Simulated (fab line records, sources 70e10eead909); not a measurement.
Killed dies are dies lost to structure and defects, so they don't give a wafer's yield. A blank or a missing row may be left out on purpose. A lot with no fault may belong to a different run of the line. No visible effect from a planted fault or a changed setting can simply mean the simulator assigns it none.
The tool behind it: which one? ; flow nand harc ; 12 lots, 36 wafers sampled, at 6 steps of a route of 1159

== WHAT THE GAUGES SHOWED, per wafer ==
NHARC_P_GATE_OVL_MEAS_27. Usual: overlay x nm -0.2 nm, standard deviation 0.9; overlay y nm 0.1 nm, standard deviation 0.95.
lot;measured;on;overlay x nm (nm);overlay y nm (nm);flag
L513;day 4 19:43;overlay-01;-0.1 -0.3 -0.5;-1.2 -1.4 -1.0;
L514;day 5 03:23;overlay-02;0.0 -0.4 0.1;-0.8 -1.1 -1.2;
L516;day 5 09:01;overlay-01;-1.1 -1.3 -0.1;1.3 1.1 1.1;
L518;day 5 21:45;overlay-01;0.0 0.5 0.0;-0.4 -0.8 -0.6;
L526;day 7 22:23;overlay-01;-2.2 -2.2 -1.8;-1.4 -1.1 -1.4;
L527;day 8 08:13;overlay-01;0.3 0.2 0.4;-0.5 -0.2 0.0;
L528;day 8 15:35;overlay-01;-0.1 -0.2 -0.2;0.6 1.1 1.0;
L529;day 8 16:13;overlay-01;-0.4 0.2 0.1;-1.7 -1.1 -1.4;
L531;day 9 10:35;overlay-02;0.0 0.6 0.5;-0.1 0.3 0.1;
L532;day 9 10:25;overlay-01;-0.6 -0.9 -0.7;0.3 0.0 -0.4;
L535;day 10 05:58;overlay-02;0.7 -0.3 0.5;0.4 0.7 0.6;
L536;day 10 17:20;overlay-01;1.8 1.4 1.6;0.0 0.2 0.0;

NHARC_P_GATE_CD_MEAS_46 targets a cd of 720 nm. Usual: cd nm 719.6 nm, standard deviation 2.
lot;measured;on;cd nm (nm);flag
L513;day 5 08:09;cd sem-03;721.2 723.0 723.8;
L514;day 5 15:23;cd sem-03;722.2 722.3 720.1;
L516;day 5 20:59;cd sem-03;717.8 718.3 718.0;
L518;day 6 11:35;cd sem-02;- - -;OFF
L526;day 8 10:28;cd sem-02;722.0 720.5 720.3;
L527;day 8 19:59;cd sem-01;720.5 719.1 719.9;
L528;day 9 03:35;cd sem-03;723.7 722.8 720.9;
L529;day 9 04:08;cd sem-03;720.9 720.3 722.2;
L531;day 9 22:52;cd sem-02;717.6 720.3 717.7;
L532;day 10 00:50;cd sem-02;721.1 720.0 717.5;
L535;day 10 17:50;cd sem-03;717.3 716.8 716.9;
L536;day 11 07:32;cd sem-03;719.6 715.7 720.5;

NHARC_END_SORT_01. Usual: killed at array 29, standard deviation 11; killed at other 0.5, standard deviation 0.8; killed at periphery 3.5, standard deviation 2.8; killed dies 33, standard deviation 12; killed open 3.1, standard deviation 1.8; killed short 1.8, standard deviation 1.4.
lot;measured;on;killed at array;killed at other;killed at periphery;killed dies;killed open;killed short;flag
L518;day 21 04:28;prober-02;13 11 12;0 0 0;664 666 665;677 677 677;1 2 4;1 1 1;OFF

== EACH LOT AND THE TOOL THAT RAN IT (in order: tool; ch and the chambers of the sampled wafers; start) ==
lot;NHARC_P_GATE_DESCUM_13;NHARC_P_GATE_ETCH_104;NHARC_P_GATE_EXPOSE_43
L513;rie diel-03 ch 0,2,3, day 4 04:08;rie diel-03 ch 0,1,2, day 4 19:59;krf scanner-02 ch 0, day 5 07:59
L514;rie diel-03 ch 0,3, day 4 13:03;rie diel-06 ch 0,1,2, day 5 03:35;krf scanner-01 ch 0, day 5 15:13
L516;rie diel-03 ch 1,2, day 4 18:48;rie diel-03 ch 0,1, day 5 09:12;krf scanner-03 ch 0, day 5 20:49
L518;rie diel-06 ch 2,3, day 5 05:31;rie diel-03 ch 0,2,3, day 5 21:56;krf scanner-01 ch 0, day 6 11:26
L526;rie diel-03 ch 0,1,3, day 7 08:53;rie diel-03 ch 0,1,3, day 7 22:38;krf scanner-01 ch 0, day 8 10:19
L527;rie diel-06 ch 2,3, day 7 17:04;rie diel-03 ch 0,1,2, day 8 08:25;krf scanner-01 ch 0, day 8 19:50
L528;rie diel-06 ch 0,1, day 8 01:12;rie diel-03 ch 2,3, day 8 15:47;krf scanner-03 ch 0, day 9 03:25
L529;rie diel-10 ch 1,2,3, day 8 01:30;rie diel-03 ch 0,2, day 8 16:25;krf scanner-01 ch 0, day 9 03:59
L531;rie diel-03 ch 0,1, day 8 19:55;rie diel-06 ch 1,2, day 9 10:47;krf scanner-01 ch 0, day 9 22:43
L532;rie diel-03 ch 0,1,3, day 8 20:04;rie diel-03 ch 1,2, day 9 10:37;krf scanner-01 ch 0, day 10 00:41
L535;rie diel-03 ch 0,1,2, day 9 16:11;rie diel-10 ch 0,1,3, day 10 06:09;krf scanner-02 ch 0, day 10 17:41
L536;rie diel-10 ch 0,1, day 9 22:56;rie diel-10 ch 0,2,3, day 10 17:32;krf scanner-03 ch 0, day 11 07:22
- NHARC_P_GATE_DESCUM_13: chemistry O2, time 3 s.
- NHARC_P_GATE_ETCH_104: etches the open film in CF4/CHF3, target depth 60 nm.
- NHARC_P_GATE_EXPOSE_43: exposes mask P NSD, target cd 720 nm.

== WHAT THE TOOLS THEMSELVES READ (means of the sampled wafers that have a number; where no wafer has one, the mark that the record gives instead) ==
NHARC_P_GATE_DESCUM_13. Usual: drypump motor current A 5.9 A, standard deviation 0.39; oes product au 0.994 a.u., standard deviation 0.0099; rf vpp V 57.7 V, standard deviation 0.89; showerhead plenum p Torr 1.93 Torr, standard deviation 0.076; throttle valve pct 11.311 %, standard deviation 0.0093.
lot;tool;drypump motor current A (A);oes product au (a.u.);rf vpp V (V);showerhead plenum p Torr (Torr);throttle valve pct (%);flag
L513;rie diel-03;5.9;0.983;57.6;1.96;11.319;
L514;rie diel-03;6.0;1.000;57.2;1.92;11.318;
L516;rie diel-03;5.6;0.995;57.3;1.98;11.305;
L518;rie diel-06;5.7;0.998;57.7;1.91;11.316;
L526;rie diel-03;6.0;0.990;58.1;1.89;11.315;
L527;rie diel-06;5.9;1.003;57.6;1.94;11.311;
L528;rie diel-06;5.9;0.995;58.0;1.93;11.315;
L529;rie diel-10;6.0;1.006;58.2;1.90;11.318;
L531;rie diel-03;5.9;0.995;56.9;1.84;11.308;
L532;rie diel-03;6.0;0.987;58.2;1.88;11.307;
L535;rie diel-03;5.9;1.004;57.5;1.92;11.318;
L536;rie diel-10;5.9;0.998;57.3;1.94;11.315;

NHARC_P_GATE_ETCH_104. Usual: drypump motor current A 5.9 A, standard deviation 0.42; oes product au 0.939 a.u., standard deviation 0.023; rf vpp V 370.9 V, standard deviation 2.1; showerhead plenum p Torr 1.58 Torr, standard deviation 0.056; throttle valve pct 16.801 %, standard deviation 0.0085.
lot;tool;drypump motor current A (A);oes product au (a.u.);rf vpp V (V);showerhead plenum p Torr (Torr);throttle valve pct (%);flag
L513;rie diel-03;5.9;0.918;370.6;1.58;16.811;
L514;rie diel-06;5.7;0.940;371.1;1.58;16.809;
L516;rie diel-03;6.2;0.917;369.3;1.54;16.805;
L518;rie diel-03;5.9;0.955;371.9;1.61;16.801;
L526;rie diel-03;6.0;0.921;370.3;1.55;16.803;
L527;rie diel-03;5.9;0.959;370.4;1.58;16.799;
L528;rie diel-03;5.7;0.942;372.4;1.62;16.804;
L529;rie diel-03;6.1;0.973;371.9;1.59;16.805;
L531;rie diel-06;5.5;0.957;369.8;1.55;16.790;
L532;rie diel-03;5.7;0.911;371.5;1.56;16.796;
L535;rie diel-10;5.8;0.976;370.7;1.56;16.795;
L536;rie diel-10;5.6;0.932;371.4;1.59;16.804;

== THE ANSWER, worked out from the rows above alone ==
Rule: lot off if the mean of its wafers having a number is beyond 3 standard deviations from the usual mean. A lot without any number at a reading at which 4 lots or more have one is off too. Any other lot the step has rows for is counted as sound. The gauges are gone through in route order, then the tools' own readings, and for those a lot's mean is taken as printed above. The first step at which some lot is off is used, and at that step the reading that is off furthest; a lot without a number counts as furthest.
Off: L518, at NHARC_P_GATE_CD_MEAS_46 (cd nm). Without a number there: L518.
If a tool, at a process step before that reading, ran all the lots that are off and no sound lot after the first of them, it fits. The gauges at NHARC_P_GATE_CD_MEAS_46 aren't tried: what is off there is off at NHARC_END_SORT_01 too, on other tools, and a gauge's error can't cause that. Of those tried, none fits.

== WHAT WAS PUT IN BY THE SIMULATOR ==
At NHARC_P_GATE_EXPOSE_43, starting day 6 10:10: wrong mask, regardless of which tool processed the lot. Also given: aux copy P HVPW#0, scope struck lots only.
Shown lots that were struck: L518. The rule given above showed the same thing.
